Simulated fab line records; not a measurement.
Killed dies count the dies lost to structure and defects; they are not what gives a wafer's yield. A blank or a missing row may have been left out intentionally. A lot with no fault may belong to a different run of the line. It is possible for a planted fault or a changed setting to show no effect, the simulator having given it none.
Chamber matching ; flow nand-harc ; NHARC_P_M1_DESCUM_14 on rie-diel-10 has 4 sister chambers
The step chemistry O2, time 3 s. 8 wafers are shown with their chamber, then 8 later ones without.

EACH WAFER AND ITS CHAMBER
wafer;chamber;showerhead-plenum-p-Torr (Torr);drypump-motor-current-A (A)
L970.2;2;1.80;6.28
L972.1;2;1.80;6.29
L972.5;1;1.94;5.93
L972.6;0;2.01;6.05
L973.1;0;2.01;6.01
L973.2;1;1.94;5.96
L973.4;3;2.06;6.21
L975.2;3;2.05;6.18

WAFERS WITHOUT THEIR CHAMBER
wafer;showerhead-plenum-p-Torr (Torr);drypump-motor-current-A (A)
L975.3;2.01;6.05
L975.5;1.80;6.27
L978.1;2.05;6.22
L978.4;1.93;5.92
L978.5;1.93;5.92
L979.1;1.93;5.94
L979.4;1.80;6.30
L979.5;2.00;6.02

WHICH CHAMBER EACH WENT THROUGH
wafer;from the rows above;in truth
L975.3;0;0
L975.5;2;2
L978.1;3;3
L978.4;1;1
L978.5;1;1
L979.1;1;1
L979.4;2;2
L979.5;0;0
8 of 8 placed correctly. Number that these rows cannot place: 0. Number placed wrongly: 0.
How it was worked out, from the rows above alone: a wafer's distance from a chamber is the root of the sum, over the readings, of the square of ((its reading less the chamber's mean) divided by the reading's scatter). The wafer belongs to the nearest chamber; if the next one is less than 2 further off, it can't be placed. The mean given for a chamber averages the wafers shown for that chamber. The scatter: the root of (the sum of the squares of (reading less its chamber's mean) over the shown wafers, divided by (wafers less chambers)).
